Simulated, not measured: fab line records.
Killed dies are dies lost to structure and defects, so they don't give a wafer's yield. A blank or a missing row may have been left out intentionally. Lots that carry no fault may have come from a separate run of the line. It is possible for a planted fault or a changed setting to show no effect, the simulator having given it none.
Chamber matching / flow n5Finfet / N5_BEOL_M2_ALD_84 on aldMetal-01 has 4 sister chambers
The step deposits TaN, pulse time 2 s, purge time 3 s, co reactant purge time 2 s. 4 wafers are shown with their chamber, then 7 later ones without.

## EACH WAFER AND ITS CHAMBER
wafer=L086.2; chamber=2; heaterPowerW (W)=483
wafer=L091.3; chamber=0; heaterPowerW (W)=455
wafer=L093.1; chamber=1; heaterPowerW (W)=421
wafer=L093.4; chamber=3; heaterPowerW (W)=450

## WAFERS WITH NO CHAMBER GIVEN
wafer=L093.6; heaterPowerW (W)=413
wafer=L092.2; heaterPowerW (W)=405
wafer=L092.4; heaterPowerW (W)=478
wafer=L092.6; heaterPowerW (W)=452
wafer=L094.1; heaterPowerW (W)=435
wafer=L094.2; heaterPowerW (W)=417
wafer=L094.3; heaterPowerW (W)=455

## CHAMBER TAKEN BY EACH
wafer=L093.6; from the rows above=1; in truth=1
wafer=L092.2; from the rows above=1; in truth=1
wafer=L092.4; from the rows above=2; in truth=2
wafer=L092.6; from the rows above=can't be placed: 3 or 0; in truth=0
wafer=L094.1; from the rows above=can't be placed: 1 or 3 or 0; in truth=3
wafer=L094.2; from the rows above=1; in truth=1
wafer=L094.3; from the rows above=can't be placed: 0 or 3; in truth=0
4 of 7 placed correctly. These rows do not allow placing 3 (true chamber among the candidates in 3). Number placed wrongly: 0.
How it was worked out, from the rows above alone: a wafer's distance from a chamber is the root of the sum, over the readings, of the square of ((its reading less the chamber's mean) divided by the reading's scatter). If the next closest chamber is less than 2 further off than the closest, the wafer can't be placed; otherwise it belongs to the closest. A chamber's mean is the mean of its shown wafers. The scatter (one wafer shown for each chamber): square how far every hidden wafer sits from the nearest shown wafer, average those squares and take the square root.
